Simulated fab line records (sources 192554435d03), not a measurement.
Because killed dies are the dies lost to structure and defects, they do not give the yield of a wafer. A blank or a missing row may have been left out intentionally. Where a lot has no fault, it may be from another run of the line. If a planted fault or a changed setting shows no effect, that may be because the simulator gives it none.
The tool behind it: which one? :: flow n5-finfet :: 9 lots with 26 wafers sampled at 5 steps, on a route of 1938 steps

== WHAT THE GAUGES SHOWED, per wafer ==
N5_BEOL_M4_RC_MEAS_101. Usual: DIBL_N 36.0 mV/V, standard deviation 1.6; DIBL_P 35.8 mV/V, standard deviation 2; IOFF_N 0.152 nA/um, standard deviation 0.03; IOFF_P 0.20 nA/um, standard deviation 0.031; ION_N 670 uA/um, standard deviation 12; ION_P 459 uA/um, standard deviation 7.4; SS_N 71.5 mV/dec, standard deviation 0.56; SS_P 73.2 mV/dec, standard deviation 0.64; VT_N 251 mV, standard deviation 3.5; VT_P -252 mV, standard deviation 3.3.
lot: L381
measured: day 9 11:49
on: prober-02
DIBL_N (mV/V): 36.7 36.7 33.5
DIBL_P (mV/V): 35.8 35.5 31.3
IOFF_N (nA/um): 0.154 0.141 0.101
IOFF_P (nA/um): 0.20 0.19 0.15
ION_N (uA/um): 674 657 650
ION_P (uA/um): 462 454 450
SS_N (mV/dec): 72.0 71.0 71.0
SS_P (mV/dec): 73.0 73.0 72.1
VT_N (mV): 251 254 255
VT_P (mV): -253 -254 -256
flag: 

lot: L389
measured: day 11 07:01
on: prober-01
DIBL_N (mV/V): 33.3 34.2 36.2
DIBL_P (mV/V): 33.0 35.2 38.0
IOFF_N (nA/um): 0.110 0.129 0.170
IOFF_P (nA/um): 0.16 0.19 0.23
ION_N (uA/um): 659 661 678
ION_P (uA/um): 457 457 463
SS_N (mV/dec): 71.8 71.1 71.6
SS_P (mV/dec): 72.7 73.3 73.7
VT_N (mV): 253 252 249
VT_P (mV): -254 -252 -247
flag: 

lot: L393
measured: day 11 22:16
on: prober-02
DIBL_N (mV/V): 37.8 36.2
DIBL_P (mV/V): 39.2 37.3
IOFF_N (nA/um): 0.176 0.152
IOFF_P (nA/um): 0.22 0.19
ION_N (uA/um): 676 668
ION_P (uA/um): 456 456
SS_N (mV/dec): 71.8 71.5
SS_P (mV/dec): 73.7 73.2
VT_N (mV): 249 251
VT_P (mV): -252 -254
flag: 

lot: L394
measured: day 12 21:17
on: prober-01
DIBL_N (mV/V): 34.8 37.0 37.5
DIBL_P (mV/V): 36.5 39.1 39.4
IOFF_N (nA/um): 0.157 0.203 0.224
IOFF_P (nA/um): 0.21 0.26 0.26
ION_N (uA/um): 672 695 686
ION_P (uA/um): 461 470 466
SS_N (mV/dec): 71.3 71.8 72.0
SS_P (mV/dec): 72.7 73.6 73.6
VT_N (mV): 249 245 243
VT_P (mV): -250 -246 -248
flag: 

lot: L397
measured: day 13 03:50
on: prober-02
DIBL_N (mV/V): 36.2 37.3 34.6
DIBL_P (mV/V): 34.5 34.6 32.2
IOFF_N (nA/um): 0.148 0.146 0.120
IOFF_P (nA/um): 0.18 0.17 0.16
ION_N (uA/um): 684 674 660
ION_P (uA/um): 464 447 449
SS_N (mV/dec): 71.2 71.6 70.6
SS_P (mV/dec): 72.7 72.7 72.4
VT_N (mV): 248 254 253
VT_P (mV): -255 -255 -256
flag: 

lot: L398
measured: day 13 06:11
on: prober-02
DIBL_N (mV/V): 35.6 35.3 36.1
DIBL_P (mV/V): 35.8 35.7 35.7
IOFF_N (nA/um): 0.151 0.146 0.150
IOFF_P (nA/um): 0.20 0.20 0.20
ION_N (uA/um): 687 674 673
ION_P (uA/um): 469 461 459
SS_N (mV/dec): 71.3 70.9 71.2
SS_P (mV/dec): 73.7 73.4 72.6
VT_N (mV): 250 248 249
VT_P (mV): -250 -251 -249
flag: 

lot: L399
measured: day 14 05:24
on: prober-02
DIBL_N (mV/V): 35.8 33.6 34.9
DIBL_P (mV/V): 34.9 31.3 33.4
IOFF_N (nA/um): 0.155 0.109 0.135
IOFF_P (nA/um): 0.19 0.14 0.17
ION_N (uA/um): 680 653 674
ION_P (uA/um): 462 449 463
SS_N (mV/dec): 71.8 71.5 71.9
SS_P (mV/dec): 72.8 73.0 72.8
VT_N (mV): 249 257 250
VT_P (mV): -252 -256 -253
flag: 

lot: L402
measured: day 15 06:46
on: prober-01
DIBL_N (mV/V): 35.3 35.7 37.0
DIBL_P (mV/V): 36.1 36.1 37.1
IOFF_N (nA/um): 0.156 0.171 0.177
IOFF_P (nA/um): 0.23 0.22 0.23
ION_N (uA/um): 681 677 676
ION_P (uA/um): 467 468 465
SS_N (mV/dec): 71.0 71.2 71.9
SS_P (mV/dec): 73.7 74.0 74.4
VT_N (mV): 248 249 251
VT_P (mV): -249 -250 -250
flag: 

lot: L403
measured: day 15 11:20
on: prober-02
DIBL_N (mV/V): 34.3 31.8 33.2
DIBL_P (mV/V): 34.4 30.1 32.1
IOFF_N (nA/um): 0.129 0.087 0.113
IOFF_P (nA/um): 0.17 0.11 0.14
ION_N (uA/um): 655 632 658
ION_P (uA/um): 454 435 449
SS_N (mV/dec): 70.4 71.7 71.2
SS_P (mV/dec): 72.7 71.6 72.2
VT_N (mV): 250 259 255
VT_P (mV): -253 -261 -258
flag: 

== TOOL THAT RAN EACH LOT (tool first, then ch and the chambers of the sampled wafers, then the start) ==
lot: L381
N5_SD_EPI_P_DESCUM_14: rie-diel-01 ch 0,2,3, day 3 13:54
N5_SD_EPI_P_ETCH_37: rie-diel-01 ch 0,2,3, day 3 13:59
N5_ILD0_CMP_07: cmp-04 ch 0,1,2, day 3 21:59
N5_ILD0_ALD_15: ald-sin-03 ch 1,2,3, day 3 22:58

lot: L389
N5_SD_EPI_P_DESCUM_14: rie-diel-01 ch 0,1,2, day 5 12:35
N5_SD_EPI_P_ETCH_37: rie-diel-01 ch 0,1,2, day 5 12:40
N5_ILD0_CMP_07: cmp-04 ch 0,2,3, day 5 19:48
N5_ILD0_ALD_15: ald-sin-03 ch 0,2,3, day 5 20:50

lot: L393
N5_SD_EPI_P_DESCUM_14: rie-diel-01 ch 2,3, day 6 12:44
N5_SD_EPI_P_ETCH_37: rie-diel-01 ch 2,3, day 6 12:50
N5_ILD0_CMP_07: cmp-02 ch 0,2, day 6 21:17
N5_ILD0_ALD_15: ald-sin-02 ch 1,2, day 6 22:14

lot: L394
N5_SD_EPI_P_DESCUM_14: rie-diel-04 ch 1,2,3, day 6 20:43
N5_SD_EPI_P_ETCH_37: rie-diel-04 ch 1,2,3, day 6 20:48
N5_ILD0_CMP_07: cmp-02 ch 1,2,3, day 7 04:00
N5_ILD0_ALD_15: ald-sin-01 ch 0,3, day 7 04:56

lot: L397
N5_SD_EPI_P_DESCUM_14: rie-diel-01 ch 0,1,2, day 7 11:11
N5_SD_EPI_P_ETCH_37: rie-diel-01 ch 0,1,2, day 7 11:16
N5_ILD0_CMP_07: cmp-02 ch 2,3, day 7 18:35
N5_ILD0_ALD_15: ald-sin-02 ch 1,2,3, day 7 19:36

lot: L398
N5_SD_EPI_P_DESCUM_14: rie-diel-03 ch 0,1,3, day 7 17:00
N5_SD_EPI_P_ETCH_37: rie-diel-03 ch 0,1,3, day 7 17:05
N5_ILD0_CMP_07: cmp-03 ch 0,1, day 8 00:19
N5_ILD0_ALD_15: ald-sin-02 ch 1,2,3, day 8 01:33

lot: L399
N5_SD_EPI_P_DESCUM_14: rie-diel-03 ch 0,1,3, day 8 01:45
N5_SD_EPI_P_ETCH_37: rie-diel-03 ch 0,1,3, day 8 01:50
N5_ILD0_CMP_07: cmp-02 ch 0,2,3, day 8 09:51
N5_ILD0_ALD_15: ald-sin-01 ch 0,1,2, day 8 11:02

lot: L402
N5_SD_EPI_P_DESCUM_14: rie-diel-03 ch 0,1,2, day 8 16:18
N5_SD_EPI_P_ETCH_37: rie-diel-03 ch 0,1,2, day 8 16:23
N5_ILD0_CMP_07: cmp-03 ch 0,2,3, day 9 00:04
N5_ILD0_ALD_15: ald-sin-02 ch 0,2,3, day 9 01:04

lot: L403
N5_SD_EPI_P_DESCUM_14: rie-diel-04 ch 1,3, day 9 03:55
N5_SD_EPI_P_ETCH_37: rie-diel-04 ch 1,3, day 9 04:01
N5_ILD0_CMP_07: cmp-04 ch 1,3, day 9 11:19
N5_ILD0_ALD_15: ald-sin-02 ch 1,3, day 9 12:18
- N5_SD_EPI_P_DESCUM_14: chemistry O2, time 7.9 s.
- N5_SD_EPI_P_ETCH_37: etches SOC in N2/H2, overetch 108 nm, time 486 s.
- N5_ILD0_CMP_07: polishes SiO2 flowable, stops on poly-Si, t overpolish 1.18 s, target thk 138.88 nm.
- N5_ILD0_ALD_15: deposits SiNx, target thk 24 nm, pulse time 1 s, ald cycles 480.

== WHAT THE TOOLS THEMSELVES READ (means of the sampled wafers that have a number; where no wafer has one, the mark that the record gives instead) ==
N5_SD_EPI_P_DESCUM_14. Usual: drypump-motor-current-A 5.8 A, standard deviation 0.5; oes-product-au 0.76 a.u., standard deviation 0.056; rf-vpp-V 243.3 V, standard deviation 1.3; showerhead-plenum-p-Torr 2.10 Torr, standard deviation 0.065; throttle-valve-pct 20.52 %, standard deviation 0.2.
lot: L381
tool: rie-diel-01
drypump-motor-current-A (A): 6.0
oes-product-au (a.u.): 0.75
rf-vpp-V (V): 243.4
showerhead-plenum-p-Torr (Torr): 2.14
throttle-valve-pct (%): 20.31
flag: 

lot: L389
tool: rie-diel-01
drypump-motor-current-A (A): 6.0
oes-product-au (a.u.): 0.73
rf-vpp-V (V): 242.9
showerhead-plenum-p-Torr (Torr): 2.07
throttle-valve-pct (%): 20.43
flag: 

lot: L393
tool: rie-diel-01
drypump-motor-current-A (A): 6.0
oes-product-au (a.u.): 0.77
rf-vpp-V (V): 244.1
showerhead-plenum-p-Torr (Torr): 2.17
throttle-valve-pct (%): 20.35
flag: 

lot: L394
tool: rie-diel-04
drypump-motor-current-A (A): 5.7
oes-product-au (a.u.): 0.76
rf-vpp-V (V): 241.7
showerhead-plenum-p-Torr (Torr): 2.05
throttle-valve-pct (%): 20.58
flag: 

lot: L397
tool: rie-diel-01
drypump-motor-current-A (A): 6.0
oes-product-au (a.u.): 0.72
rf-vpp-V (V): 242.2
showerhead-plenum-p-Torr (Torr): 2.07
throttle-valve-pct (%): 20.44
flag: 

lot: L398
tool: rie-diel-03
drypump-motor-current-A (A): 5.8
oes-product-au (a.u.): 0.77
rf-vpp-V (V): 242.8
showerhead-plenum-p-Torr (Torr): 2.11
throttle-valve-pct (%): 20.64
flag: 

lot: L399
tool: rie-diel-03
drypump-motor-current-A (A): 5.8
oes-product-au (a.u.): 0.77
rf-vpp-V (V): 242.9
showerhead-plenum-p-Torr (Torr): 2.11
throttle-valve-pct (%): 20.64
flag: 

lot: L402
tool: rie-diel-03
drypump-motor-current-A (A): 5.3
oes-product-au (a.u.): 0.74
rf-vpp-V (V): 244.6
showerhead-plenum-p-Torr (Torr): 2.16
throttle-valve-pct (%): 20.79
flag: 

lot: L403
tool: rie-diel-04
drypump-motor-current-A (A): 6.0
oes-product-au (a.u.): 0.76
rf-vpp-V (V): 242.6
showerhead-plenum-p-Torr (Torr): 2.05
throttle-valve-pct (%): 20.57
flag: 

N5_SD_EPI_P_ETCH_37. Usual: drypump-motor-current-A 5.8 A, standard deviation 0.5; h2-flow-sccm 200.0 sccm, standard deviation 0.57; oes-product-au 0.68 a.u., standard deviation 0.046; rf-vpp-V 240.9 V, standard deviation 1.2; showerhead-plenum-p-Torr 2.56 Torr, standard deviation 0.072; throttle-valve-pct 24.0 %, standard deviation 0.31.
lot: L381
tool: rie-diel-01
drypump-motor-current-A (A): 6.0
h2-flow-sccm (sccm): 199.9
oes-product-au (a.u.): 0.68
rf-vpp-V (V): 241.5
showerhead-plenum-p-Torr (Torr): 2.61
throttle-valve-pct (%): 23.7
flag: 

lot: L389
tool: rie-diel-01
drypump-motor-current-A (A): 6.0
h2-flow-sccm (sccm): 200.5
oes-product-au (a.u.): 0.66
rf-vpp-V (V): 240.7
showerhead-plenum-p-Torr (Torr): 2.53
throttle-valve-pct (%): 23.9
flag: 

lot: L393
tool: rie-diel-01
drypump-motor-current-A (A): 6.0
h2-flow-sccm (sccm): 199.7
oes-product-au (a.u.): 0.69
rf-vpp-V (V): 241.8
showerhead-plenum-p-Torr (Torr): 2.65
throttle-valve-pct (%): 23.9
flag: 

lot: L394
tool: rie-diel-04
drypump-motor-current-A (A): 5.7
h2-flow-sccm (sccm): 199.8
oes-product-au (a.u.): 0.67
rf-vpp-V (V): 240.2
showerhead-plenum-p-Torr (Torr): 2.51
throttle-valve-pct (%): 24.2
flag: 

lot: L397
tool: rie-diel-01
drypump-motor-current-A (A): 6.1
h2-flow-sccm (sccm): 199.8
oes-product-au (a.u.): 0.65
rf-vpp-V (V): 240.6
showerhead-plenum-p-Torr (Torr): 2.53
throttle-valve-pct (%): 23.9
flag: 

lot: L398
tool: rie-diel-03
drypump-motor-current-A (A): 5.8
h2-flow-sccm (sccm): 200.4
oes-product-au (a.u.): 0.69
rf-vpp-V (V): 240.2
showerhead-plenum-p-Torr (Torr): 2.55
throttle-valve-pct (%): 23.9
flag: 

lot: L399
tool: rie-diel-03
drypump-motor-current-A (A): 5.8
h2-flow-sccm (sccm): 200.4
oes-product-au (a.u.): 0.69
rf-vpp-V (V): 240.8
showerhead-plenum-p-Torr (Torr): 2.55
throttle-valve-pct (%): 23.9
flag: 

lot: L402
tool: rie-diel-03
drypump-motor-current-A (A): 5.3
h2-flow-sccm (sccm): 200.3
oes-product-au (a.u.): 0.66
rf-vpp-V (V): 241.6
showerhead-plenum-p-Torr (Torr): 2.61
throttle-valve-pct (%): 24.1
flag: 

lot: L403
tool: rie-diel-04
drypump-motor-current-A (A): 6.0
h2-flow-sccm (sccm): 200.2
oes-product-au (a.u.): 0.68
rf-vpp-V (V): 240.1
showerhead-plenum-p-Torr (Torr): 2.51
throttle-valve-pct (%): 24.2
flag: 

N5_ILD0_CMP_07. Usual: head-pressure-psi 4.149 psi, standard deviation 0.0085; motor-current-A 12.4 A, standard deviation 1.2.
lot: L381
tool: cmp-04
head-pressure-psi (psi): 4.151
motor-current-A (A): 12.1
flag: 

lot: L389
tool: cmp-04
head-pressure-psi (psi): 4.061
motor-current-A (A): 12.7
flag: OFF

lot: L393
tool: cmp-02
head-pressure-psi (psi): 4.144
motor-current-A (A): 11.5
flag: 

lot: L394
tool: cmp-02
head-pressure-psi (psi): 4.152
motor-current-A (A): 12.3
flag: 

lot: L397
tool: cmp-02
head-pressure-psi (psi): 4.150
motor-current-A (A): 13.2
flag: 

lot: L398
tool: cmp-03
head-pressure-psi (psi): 4.150
motor-current-A (A): 13.5
flag: 

lot: L399
tool: cmp-02
head-pressure-psi (psi): 4.147
motor-current-A (A): 12.1
flag: 

lot: L402
tool: cmp-03
head-pressure-psi (psi): 4.149
motor-current-A (A): 13.7
flag: 

lot: L403
tool: cmp-04
head-pressure-psi (psi): 4.149
motor-current-A (A): 12.7
flag: 

N5_ILD0_ALD_15. Usual: heater-power-w 854 W, standard deviation 70; precursor-pulse-height-rel 0.997, standard deviation 0.02.
lot: L381
tool: ald-sin-03
heater-power-w (W): 844
precursor-pulse-height-rel: 1.005
flag: 

lot: L389
tool: ald-sin-03
heater-power-w (W): 814
precursor-pulse-height-rel: 0.994
flag: 

lot: L393
tool: ald-sin-02
heater-power-w (W): 956
precursor-pulse-height-rel: 0.990
flag: 

lot: L394
tool: ald-sin-01
heater-power-w (W): 848
precursor-pulse-height-rel: 1.008
flag: 

lot: L397
tool: ald-sin-02
heater-power-w (W): 957
precursor-pulse-height-rel: 0.999
flag: 

lot: L398
tool: ald-sin-02
heater-power-w (W): 953
precursor-pulse-height-rel: 0.995
flag: 

lot: L399
tool: ald-sin-01
heater-power-w (W): 821
precursor-pulse-height-rel: 1.009
flag: 

lot: L402
tool: ald-sin-02
heater-power-w (W): 886
precursor-pulse-height-rel: 0.982
flag: 

lot: L403
tool: ald-sin-02
heater-power-w (W): 974
precursor-pulse-height-rel: 0.993
flag: 

== THE ANSWER, worked out from the rows above alone ==
Rule: lot off if the mean of its wafers having a number is beyond 3 standard deviations from the usual mean. Also off: a lot with no number at a reading for which 4 or more lots have one. Any other lot the step has rows for is counted as sound. First the gauges in route order, then the tools' own readings, where a lot's mean is used as printed above. The first step at which some lot is off is used, and at that step the reading that is off furthest; a lot without a number counts as furthest.
Off at N5_ILD0_CMP_07 (head-pressure-psi): L389.
If a tool, at that step or one of the process steps before it, ran each lot that is off and ran no sound lot following the first of them, it fits. Of those tried, none fits.

== WHAT WAS PUT IN BY THE SIMULATOR ==
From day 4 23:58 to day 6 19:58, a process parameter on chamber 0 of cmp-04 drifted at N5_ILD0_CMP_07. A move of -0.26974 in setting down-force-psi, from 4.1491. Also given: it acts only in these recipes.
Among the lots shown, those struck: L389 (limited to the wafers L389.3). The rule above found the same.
